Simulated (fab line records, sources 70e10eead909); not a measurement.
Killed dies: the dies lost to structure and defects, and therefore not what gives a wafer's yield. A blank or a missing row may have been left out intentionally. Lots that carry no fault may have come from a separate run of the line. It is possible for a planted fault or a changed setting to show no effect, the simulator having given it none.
fab line records	flow nandHarc	part 1 of 2: steps 1 to 21 of 26
record lots=5	wafers=15	lastDay=24
route steps=1159 shown A_STAIRCASE@557
lots with no fault: from the same line, run without faults
startH: hours from the record's first day to the start of the lot's first wafer shown	waitH: hours elapsed since this lot's preceding step	" identical to the entry in the row above	L1.1+2: one row covering several wafers at once	- no value, or no start was given	* or withheld: withheld	< > ~ a bound
route shown NAME@n: a module of which the file shows steps, and the number in the route of the first	usual: mean/standard deviation taken from wafers without a fault	same: alike in all rows	chamber/n: place in a boat	sites: readings site by site	_std_site: standard deviation across them	_edge_site: mean of outer sites minus mean of inner sites	radiusMm: for every site, how far away it sits from the centre of the wafer	mask NAME#n: copy n	behind: the tool/chamber that last shaped the wafer	hold: what put the lot on hold/how long, in hours/how the hold closed	device: whichever transistor did not switch (one of n, p or np)	end of line: the tests these same wafers got at the end of their route	where a step has no rows: the recipe by itself	killed: at the first sort, the dies lost to defects and structure; wafer yield is something else	map: per-die view of a wafer (x killed, . not killed, _ where there is no die)
set.NAME: setting as actually run; set.NAME@STEP: the setting as run at that earlier step	model.NAME: the simulator's own value behind a step, which no gauge read
a table for each step, a row for each wafer; lots at some steps of the route
services: from which hour (startH, from the record's first day; less than 0 if before it) a tool's chamber was out of use, for how many hours, and why
## steps
# step NHARC_A_STAIRCASE_TRIM_20
# recipe timeS=211.2	o2FlowSccm=500	arFlowSccm=0	biasW=0	chemistry=O2
# usual drypumpMotorCurrentA=5.6/0.53	o2FlowSccm=500.2/1.5	oesProductAu=0.998/0.0069	rfVppV=57.7/0.96	showerheadPlenumPTorr=3.55/0.15	throttleValvePct=17.037/0.0089
lot.wafer	tool	chamber	startH	waitH	drypumpMotorCurrentA	o2FlowSccm	oesProductAu	rfHoursCounterH	rfVppV	showerheadPlenumPTorr	throttleValvePct
L076.2	rieDiel-09	2	248.13	0.1	4.9	497.9	1.002	58	56.7	3.50	17.036
L076.1	"	0	"	"	5.1	499.0	1.006	62	57.7	3.53	17.041
L076.4	"	1	"	"	4.9	499.7	1.009	64	55.5	3.49	17.034
L077.4	rieDiel-09	3	248.49	0.1	5.5	500.9	0.991	56	56.6	3.28	17.036
L077.1	"	0	"	"	5.1	501.4	0.996	62	58.4	3.53	17.039
L077.3	"	1	"	"	4.9	498.2	1.011	64	57.6	3.49	17.043
L078.2	rieDiel-11	3	254.56	0.1	6.5	499.9	1.005	20	56.8	3.32	17.027
L078.3	"	1	"	"	6.2	500.3	1.009	20	57.9	3.66	17.038
L078.6	"	0	"	"	6.0	500.2	1.009	-	57.7	3.61	17.035
L081.3	rieDiel-09	2	275.73	0.1	4.9	499.7	0.996	6	57.7	3.50	17.040
L081.5	"	1	"	"	4.9	500.2	0.990	-	58.6	3.49	17.039
L081.6	"	2	"	"	4.9	498.6	0.995	-	57.8	3.50	17.036
L097.2	rieDiel-11	2	363.04	0.1	5.8	497.3	0.991	60	57.1	3.49	17.035
L097.5	"	0	"	"	6.0	499.5	0.997	-	56.8	3.59	17.036
L097.6	"	1	"	"	6.2	503.4	1.006	-	57.7	3.64	17.031
# step NHARC_A_STAIRCASE_ETCH_21
# recipe targetDepthA=1000	timeS=40.5	ionEnergyEv=400	c4f8FlowSccm=20	o2FlowSccm=10	arFlowSccm=withheld	rfW=600	biasW=1000	chemistry=C4F8/O2
# usual oesProductAu=0.946/0.019	rfVppV=897/5.3
lot.wafer	tool	chamber	startH	waitH	oesProductAu	rfHoursCounterH	rfVppV
L076.2	rieDiel-09	1	-	-	0.957	64	895
L076.4	"	3	"	"	0.938	56	887
L076.1	"	0	"	"	0.947	62	896
L077.1	rieDiel-09	1	-	-	0.954	64	896
L077.4	"	3	"	"	0.933	57	887
L077.3	"	0	"	"	0.925	62	895
L078.3	rieDiel-11	2	-	-	0.969	19	896
L078.2	"	3	"	"	0.957	21	889
L078.6	"	3	"	"	0.968	-	888
L081.3	rieDiel-09	1	-	-	0.932	5	895
L081.5	"	0	"	"	0.949	-	894
L081.6	"	1	"	"	0.938	-	894
L097.2	rieDiel-11	2	-	-	0.923	61	895
L097.6	"	0	"	"	0.923	-	899
L097.5	"	1	"	"	0.926	-	901
# step NHARC_A_STAIRCASE_TRIM_22
# recipe timeS=211.2	o2FlowSccm=500	arFlowSccm=0	biasW=0	chemistry=O2
# usual drypumpMotorCurrentA=5.6/0.54	o2FlowSccm=500.2/1.5	oesProductAu=0.998/0.0067	rfVppV=57.7/0.87	showerheadPlenumPTorr=3.55/0.15	throttleValvePct=17.037/0.0083
lot.wafer	tool	chamber	startH	waitH	drypumpMotorCurrentA	o2FlowSccm	oesProductAu	rfHoursCounterH	rfVppV	showerheadPlenumPTorr	throttleValvePct
L076.2	rieDiel-09	0	-	-	5.1	499.7	1.000	62	58.8	3.53	17.037
L076.1	"	1	"	"	4.9	499.3	1.000	64	57.5	3.49	17.035
L076.4	"	2	"	"	4.9	499.8	1.001	59	58.1	3.50	17.059
L077.4	rieDiel-09	2	-	-	4.9	501.1	1.004	59	57.2	3.50	17.046
L077.1	"	3	"	"	5.5	499.2	0.999	57	57.7	3.28	17.025
L077.3	"	0	"	"	5.1	502.1	1.006	63	56.5	3.53	17.027
L078.2	rieDiel-11	0	-	-	6.0	501.7	1.002	22	58.2	3.61	17.038
L078.3	"	2	"	"	5.8	501.5	0.994	19	57.9	3.52	17.044
L078.6	"	0	"	"	6.0	498.5	0.995	-	58.6	3.61	17.038
L081.3	rieDiel-09	3	-	-	5.6	500.0	0.987	5	56.8	3.81	17.037
L081.5	"	3	"	"	5.5	498.7	0.995	-	59.1	3.81	17.034
L081.6	"	0	"	"	5.1	502.4	1.000	-	57.7	3.53	17.056
L097.2	rieDiel-11	2	-	-	5.8	502.0	0.990	61	55.5	3.49	17.032
L097.5	"	0	"	"	6.0	500.1	0.976	-	59.3	3.59	17.035
L097.6	"	1	"	"	6.2	500.3	0.990	-	56.6	3.64	17.026
# step NHARC_A_STAIRCASE_ETCH_23
# recipe targetDepthA=1000	timeS=40.5	ionEnergyEv=400	c4f8FlowSccm=20	o2FlowSccm=10	arFlowSccm=withheld	rfW=600	biasW=1000	chemistry=C4F8/O2
# usual oesProductAu=0.939/0.011	rfVppV=896/5.4
lot.wafer	tool	chamber	startH	waitH	oesProductAu	rfHoursCounterH	rfVppV
L076.4	rieDiel-09	3	-	-	0.926	57	887
L076.1	"	1	"	"	0.934	64	895
L076.2	"	2	"	"	0.949	59	895
L077.1	rieDiel-09	2	-	-	0.943	59	893
L077.3	"	3	"	"	0.948	57	885
L077.4	"	0	"	"	0.941	63	895
L078.2	rieDiel-11	2	-	-	0.953	19	896
L078.3	"	0	"	"	0.940	22	900
L078.6	"	3	"	"	0.957	-	888
L081.3	rieDiel-09	1	-	-	0.945	5	895
L081.6	"	2	"	"	0.946	-	895
L081.5	"	3	"	"	0.934	-	905
L097.2	rieDiel-11	1	-	-	0.922	59	900
L097.6	"	2	"	"	0.913	-	894
L097.5	"	3	"	"	0.931	-	886
# step NHARC_A_STAIRCASE_TRIM_24
# recipe timeS=211.2	o2FlowSccm=500	arFlowSccm=0	biasW=0	chemistry=O2
# usual drypumpMotorCurrentA=5.6/0.56	o2FlowSccm=499.7/1.4	oesProductAu=0.998/0.0069	rfVppV=57.7/0.93	showerheadPlenumPTorr=3.54/0.15	throttleValvePct=17.037/0.01
lot.wafer	tool	chamber	startH	waitH	drypumpMotorCurrentA	o2FlowSccm	oesProductAu	rfHoursCounterH	rfVppV	showerheadPlenumPTorr	throttleValvePct
L076.1	rieDiel-09	1	-	-	4.9	500.2	0.994	64	56.9	3.49	17.042
L076.2	"	2	"	"	4.9	500.8	0.999	59	55.9	3.50	17.045
L076.4	"	3	"	"	5.5	499.8	0.993	57	58.2	3.28	17.044
L077.3	rieDiel-09	1	-	-	4.9	500.8	1.016	64	56.7	3.49	17.040
L077.4	"	2	"	"	4.9	500.8	1.006	59	56.7	3.50	17.037
L077.1	"	0	"	"	5.1	501.9	0.988	63	56.7	3.53	17.022
L078.2	rieDiel-11	2	-	-	5.8	500.1	0.989	19	58.0	3.52	17.044
L078.3	"	3	"	"	6.5	499.9	1.000	21	55.4	3.32	17.043
L078.6	"	1	"	"	6.2	499.1	1.013	-	58.4	3.66	17.058
L081.3	rieDiel-09	1	-	-	4.9	500.3	0.992	5	57.2	3.49	17.034
L081.5	"	1	"	"	4.9	501.9	0.989	-	56.2	3.49	17.036
L081.6	"	2	"	"	4.9	499.0	0.987	-	56.8	3.50	17.044
L097.2	rieDiel-11	0	-	-	6.0	500.3	0.997	63	60.0	3.59	17.035
L097.5	"	2	"	"	5.8	497.7	1.004	-	56.2	3.49	17.037
L097.6	"	3	"	"	6.5	500.6	1.000	-	57.0	3.30	17.031
# step NHARC_A_STAIRCASE_ETCH_25
# recipe targetDepthA=1000	timeS=40.5	ionEnergyEv=400	c4f8FlowSccm=20	o2FlowSccm=10	arFlowSccm=withheld	rfW=600	biasW=1000	chemistry=C4F8/O2
# usual oesProductAu=0.939/0.0093	rfVppV=897/5.3
lot.wafer	tool	chamber	startH	waitH	oesProductAu	rfHoursCounterH	rfVppV
L076.2	rieDiel-09	0	-	-	0.940	63	897
L076.1	"	1	"	"	0.940	64	896
L076.4	"	3	"	"	0.939	57	886
L077.3	rieDiel-09	0	-	-	0.935	63	897
L077.4	"	1	"	"	0.934	65	895
L077.1	"	2	"	"	0.938	59	894
L078.3	rieDiel-11	0	-	-	0.941	22	898
L078.2	"	1	"	"	0.961	21	899
L078.6	"	3	"	"	0.950	-	887
L081.3	rieDiel-09	1	-	-	0.933	5	894
L081.6	"	2	"	"	0.947	-	894
L081.5	"	3	"	"	0.943	-	906
L097.2	rieDiel-11	0	-	-	0.954	63	898
L097.6	"	0	"	"	0.958	-	899
L097.5	"	1	"	"	0.955	-	901
# step NHARC_A_STAIRCASE_TRIM_26
# recipe timeS=211.2	o2FlowSccm=500	arFlowSccm=0	biasW=0	chemistry=O2
# usual drypumpMotorCurrentA=5.6/0.54	o2FlowSccm=500.0/1.5	oesProductAu=1.000/0.0073	rfVppV=57.9/0.96	showerheadPlenumPTorr=3.55/0.14	throttleValvePct=17.035/0.0095
lot.wafer	tool	chamber	startH	waitH	drypumpMotorCurrentA	o2FlowSccm	oesProductAu	rfHoursCounterH	rfVppV	showerheadPlenumPTorr	throttleValvePct
L076.4	rieDiel-09	2	-	-	4.9	499.4	1.002	59	58.0	3.50	17.052
L076.1	"	3	"	"	5.5	501.8	1.004	57	58.0	3.28	17.015
L076.2	"	0	"	"	5.1	500.4	0.996	63	58.0	3.53	17.050
L077.1	rieDiel-09	1	-	-	4.9	501.8	1.005	65	59.3	3.49	17.027
L077.4	"	2	"	"	4.9	498.8	0.997	59	59.0	3.50	17.054
L077.3	"	3	"	"	5.5	501.0	1.001	57	57.9	3.28	17.023
L078.3	rieDiel-11	2	-	-	5.8	502.0	0.992	19	55.3	3.52	17.029
L078.2	"	3	"	"	6.5	500.9	1.005	21	58.8	3.32	17.015
L078.6	"	1	"	"	6.1	498.6	1.000	-	57.9	3.66	17.036
L081.3	rieDiel-09	1	-	-	4.9	501.1	0.996	5	58.0	3.49	17.039
L081.5	"	0	"	"	5.1	497.2	0.998	-	57.6	3.53	17.038
L081.6	"	1	"	"	4.9	501.7	0.992	-	56.2	3.49	17.026
L097.2	rieDiel-11	1	-	-	6.2	498.3	0.996	59	58.9	3.64	17.038
L097.6	"	3	"	"	6.5	502.1	1.010	-	58.3	3.30	17.019
L097.5	"	0	"	"	6.0	502.3	1.003	-	57.9	3.59	17.034
# step NHARC_A_STAIRCASE_ETCH_27
# recipe targetDepthA=1000	timeS=40.5	ionEnergyEv=400	c4f8FlowSccm=20	o2FlowSccm=10	arFlowSccm=withheld	rfW=600	biasW=1000	chemistry=C4F8/O2
# usual oesProductAu=0.939/0.0091	rfVppV=896/5.5
lot.wafer	tool	chamber	startH	waitH	oesProductAu	rfHoursCounterH	rfVppV
L076.1	rieDiel-09	0	-	-	0.950	63	895
L076.4	"	2	"	"	0.937	59	896
L076.2	"	3	"	"	0.938	57	886
L077.3	rieDiel-09	0	-	-	0.934	63	896
L077.4	"	1	"	"	0.940	65	895
L077.1	"	2	"	"	0.944	59	895
L078.3	rieDiel-11	0	-	-	0.932	22	901
L078.2	"	3	"	"	0.954	21	889
L078.6	"	2	"	"	0.927	-	895
L081.3	rieDiel-09	3	-	-	0.949	5	904
L081.6	"	2	"	"	0.957	-	895
L081.5	"	3	"	"	0.962	-	906
L097.2	rieDiel-11	1	-	-	0.936	60	899
L097.5	"	2	"	"	0.934	-	896
L097.6	"	3	"	"	0.942	-	887
# step NHARC_A_STAIRCASE_STRIP_175
# recipe powerW=1500	tempC=250	chemistry=O2
# usual drypumpMotorCurrentA=5.56/0.14	heaterPowerW=310/28
lot.wafer	tool	chamber	startH	waitH	drypumpMotorCurrentA	heaterPowerW	rfHoursCounterH
L076.1	plasmaAsher-02	1	249.33	0.1	5.45	313	21
L076.2	"	0	"	"	5.55	278	21
L076.4	"	0	"	"	5.56	277	-
L077.1	plasmaAsher-02	1	249.64	0.1	5.46	309	21
L077.3	"	1	"	"	5.43	311	-
L077.4	"	0	"	"	5.51	273	-
L078.2	plasmaAsher-02	1	255.77	0.1	5.45	309	24
L078.3	"	0	"	"	5.51	285	-
L078.6	"	0	"	"	5.48	281	-
L081.3	plasmaAsher-02	1	276.91	0.2	5.44	310	-
L081.5	"	1	"	"	5.44	317	-
L081.6	"	0	"	"	5.55	280	-
L097.2	plasmaAsher-01	1	365.94	1.3	5.87	310	31
L097.6	"	0	"	"	5.61	365	-
L097.5	"	1	"	"	5.86	306	-
# step NHARC_A_STAIRCASE_STRIP_148
# recipe timeS=900	tempC=130	chemistry=SPM
lot.wafer	tool	chamber	startH	waitH
L076.1+4+2	wetBench-06	5,7,0	249.69	0.3
L077.4+1+3	wetBench-01	3,6,7	249.99	0.2
L078.2+3+6	wetBench-01	1,2,4	256.08	0.3
L081.3+6+5	wetBench-05	4,6,7	277.17	0.2
L097.2+5+6	wetBench-05	0,2,4	366.25	0.3
# step NHARC_A_STAIRCASE_PRECLEAN_149
# recipe timeS=*	tempC=50	bathAgeMin=0	chemistry=SC1
# usual nh4ohFlowMLMin=28.30/0.1
lot.wafer	tool	chamber	startH	waitH	nh4ohFlowMLMin
L076.1	wetBench-06	5	-	-	28.15
L076.4	"	7	"	"	28.23
L076.2	"	0	"	"	28.30
L077.4	wetBench-01	3	-	-	28.40
L077.1	"	6	"	"	28.44
L077.3	"	7	"	"	28.34
L078.2	wetBench-01	1	-	-	28.30
L078.3	"	2	"	"	28.08
L078.6	"	4	"	"	28.47
L081.3	wetBench-05	4	-	-	28.23
L081.6	"	6	"	"	28.24
L081.5	"	7	"	"	28.27
L097.2	wetBench-05	0	-	-	28.36
L097.5	"	2	"	"	28.32
L097.6	"	4	"	"	28.22
# step NHARC_A_STAIRCASE_SRD_150
lot.wafer	tool	chamber	startH	waitH
L076.1+4+2	wetBench-06	5,7,0	-	-
L077.4+1+3	wetBench-01	3,6,7	-	-
L078.2+3+6	wetBench-01	1,2,4	-	-
L081.3+6+5	wetBench-05	4,6,7	-	-
L097.2+5+6	wetBench-05	0,2,4	-	-
# step NHARC_A_STAIRCASE_DEHYDRATE_176
# recipe tempC=150	timeS=120
# usual chillPlateTempC=23.02/0.1
lot.wafer	tool	chamber	startH	waitH	chillPlateTempC
L076.1	lithoTrack-02	0	250.13	-	22.89
L076.2	"	0	"	"	23.11
L076.4	"	0	"	"	22.88
L077.1	lithoTrack-05	0	250.44	-	22.89
L077.3	"	0	"	"	23.03
L077.4	"	0	"	"	22.99
L078.2	lithoTrack-07	0	256.54	-	23.06
L078.3	"	0	"	"	22.95
L078.6	"	0	"	"	22.92
L081.3	lithoTrack-07	0	277.63	-	23.04
L081.5	"	0	"	"	23.03
L081.6	"	0	"	"	23.09
L097.2	lithoTrack-05	0	366.69	-	22.92
L097.5	"	0	"	"	22.86
L097.6	"	0	"	"	22.87
# step NHARC_A_STAIRCASE_HMDS_177
# recipe timeS=30
# usual chillPlateTempC=23.03/0.11
lot.wafer	tool	chamber	startH	waitH	chillPlateTempC
L076.1	lithoTrack-02	0	-	-	22.96
L076.2	"	0	"	"	23.10
L076.4	"	0	"	"	23.08
L077.1	lithoTrack-05	0	-	-	23.02
L077.3	"	0	"	"	23.00
L077.4	"	0	"	"	23.14
L078.2	lithoTrack-07	0	-	-	23.17
L078.3	"	0	"	"	22.99
L078.6	"	0	"	"	22.97
L081.3	lithoTrack-07	0	-	-	23.09
L081.5	"	0	"	"	23.01
L081.6	"	0	"	"	23.11
L097.2	lithoTrack-05	0	-	-	22.92
L097.5	"	0	"	"	22.96
L097.6	"	0	"	"	23.18
# step NHARC_A_STAIRCASE_COAT_178
# recipe spinRpm=1200
# usual chillPlateTempC=23.03/0.11
lot.wafer	tool	chamber	startH	waitH	chillPlateTempC
L076.1	lithoTrack-02	0	-	-	23.07
L076.2	"	0	"	"	22.89
L076.4	"	0	"	"	22.95
L077.1	lithoTrack-05	0	-	-	23.05
L077.3	"	0	"	"	22.91
L077.4	"	0	"	"	22.97
L078.2	lithoTrack-07	0	-	-	23.05
L078.3	"	0	"	"	23.10
L078.6	"	0	"	"	22.94
L081.3	lithoTrack-07	0	-	-	22.98
L081.5	"	0	"	"	22.98
L081.6	"	0	"	"	22.93
L097.2	lithoTrack-05	0	-	-	23.00
L097.5	"	0	"	"	23.11
L097.6	"	0	"	"	23.07
# step NHARC_A_STAIRCASE_SOFTBAKE_179
# recipe tempC=135	timeS=170
# usual chillPlateTempC=23.02/0.1
lot.wafer	tool	chamber	startH	waitH	chillPlateTempC
L076.1	lithoTrack-02	0	-	-	23.09
L076.2	"	0	"	"	22.97
L076.4	"	0	"	"	22.88
L077.1	lithoTrack-05	0	-	-	23.02
L077.3	"	0	"	"	22.93
L077.4	"	0	"	"	22.99
L078.2	lithoTrack-07	0	-	-	22.99
L078.3	"	0	"	"	22.89
L078.6	"	0	"	"	23.10
L081.3	lithoTrack-07	0	-	-	22.98
L081.5	"	0	"	"	23.11
L081.6	"	0	"	"	23.03
L097.2	lithoTrack-05	0	-	-	23.12
L097.5	"	0	"	"	23.06
L097.6	"	0	"	"	22.89
# step NHARC_A_STAIRCASE_EBR_180
# usual chillPlateTempC=23.00/0.12
lot.wafer	tool	chamber	startH	waitH	chillPlateTempC
L076.1	lithoTrack-02	0	-	-	23.03
L076.2	"	0	"	"	22.95
L076.4	"	0	"	"	22.98
L077.1	lithoTrack-05	0	-	-	22.95
L077.3	"	0	"	"	23.02
L077.4	"	0	"	"	22.98
L078.2	lithoTrack-07	0	-	-	23.12
L078.3	"	0	"	"	23.11
L078.6	"	0	"	"	22.84
L081.3	lithoTrack-07	0	-	-	23.04
L081.5	"	0	"	"	23.02
L081.6	"	0	"	"	23.10
L097.2	lithoTrack-05	0	-	-	23.04
L097.5	"	0	"	"	23.03
L097.6	"	0	"	"	23.20
# step NHARC_A_STAIRCASE_EXPOSE_181
# recipe na=0.5	doseMj=27.87	maskId=STAIR_2
# usual reticleTempC=23.04/0.11
lot.wafer	tool	chamber	startH	waitH	mask	reticleTempC
L076.1	krfScanner-02	0	250.47	-	STAIR_2#0	23.07
L076.2	"	0	"	"	STAIR_2#0	22.94
L076.4	"	0	"	"	STAIR_2#0	22.98
L077.1	krfScanner-04	0	250.78	-	STAIR_2#0	23.08
L077.3	"	0	"	"	STAIR_2#0	23.14
L077.4	"	0	"	"	STAIR_2#0	22.92
L078.2	krfScanner-02	0	256.87	-	STAIR_2#0	22.92
L078.3	"	0	"	"	STAIR_2#0	23.09
L078.6	"	0	"	"	STAIR_2#0	22.96
L081.3	krfScanner-01	0	277.86	-	STAIR_2#0	22.98
L081.5	"	0	"	"	STAIR_2#0	23.02
L081.6	"	0	"	"	STAIR_2#0	22.96
L097.2	krfScanner-02	0	367.03	-	STAIR_2#0	22.98
L097.5	"	0	"	"	STAIR_2#0	23.02
L097.6	"	0	"	"	STAIR_2#0	23.10
# step NHARC_A_STAIRCASE_PEB_182
# recipe pebTempC=115	pebTimeS=130
# usual chillPlateTempC=23.00/0.096
lot.wafer	tool	chamber	startH	waitH	chillPlateTempC
L076.1	lithoTrack-02	0	250.54	0.1	23.30
L076.2	"	0	"	"	22.97
L076.4	"	0	"	"	22.97
L077.1	lithoTrack-05	0	250.84	0.1	22.95
L077.3	"	0	"	"	23.04
L077.4	"	0	"	"	23.06
L078.2	lithoTrack-07	0	256.94	0.1	23.10
L078.3	"	0	"	"	22.96
L078.6	"	0	"	"	23.06
L081.3	lithoTrack-02	0	277.91	0.1	22.85
L081.5	"	0	"	"	22.96
L081.6	"	0	"	"	22.84
L097.2	lithoTrack-02	0	367.09	0.1	23.08
L097.5	"	0	"	"	22.95
L097.6	"	0	"	"	23.17
# step NHARC_A_STAIRCASE_DEVELOP_183
# recipe timeS=140
# usual chillPlateTempC=22.98/0.11
lot.wafer	tool	chamber	startH	waitH	chillPlateTempC
L076.1	lithoTrack-02	0	-	-	22.96
L076.2	"	0	"	"	22.88
L076.4	"	0	"	"	22.95
L077.1	lithoTrack-05	0	-	-	23.04
L077.3	"	0	"	"	22.90
L077.4	"	0	"	"	23.04
L078.2	lithoTrack-07	0	-	-	23.05
L078.3	"	0	"	"	23.05
L078.6	"	0	"	"	22.85
L081.3	lithoTrack-02	0	-	-	23.20
L081.5	"	0	"	"	22.92
L081.6	"	0	"	"	23.00
L097.2	lithoTrack-02	0	-	-	22.97
L097.5	"	0	"	"	23.02
L097.6	"	0	"	"	23.13
# step NHARC_A_STAIRCASE_HARDBAKE_185
# recipe tempC=120	timeS=140
# usual chillPlateTempC=23.01/0.096
lot.wafer	tool	chamber	startH	waitH	chillPlateTempC
L076.1	lithoTrack-05	0	250.75	-	23.01
L076.2	"	0	"	"	23.02
L076.4	"	0	"	"	23.10
L077.1	lithoTrack-05	0	251.06	-	23.06
L077.3	"	0	"	"	22.96
L077.4	"	0	"	"	23.16
L078.2	lithoTrack-05	0	257.16	-	23.11
L078.3	"	0	"	"	23.10
L078.6	"	0	"	"	23.19
L081.3	lithoTrack-02	0	278.14	-	23.05
L081.5	"	0	"	"	23.06
L081.6	"	0	"	"	22.82
L097.2	lithoTrack-02	0	367.31	-	22.88
L097.5	"	0	"	"	22.83
L097.6	"	0	"	"	22.89
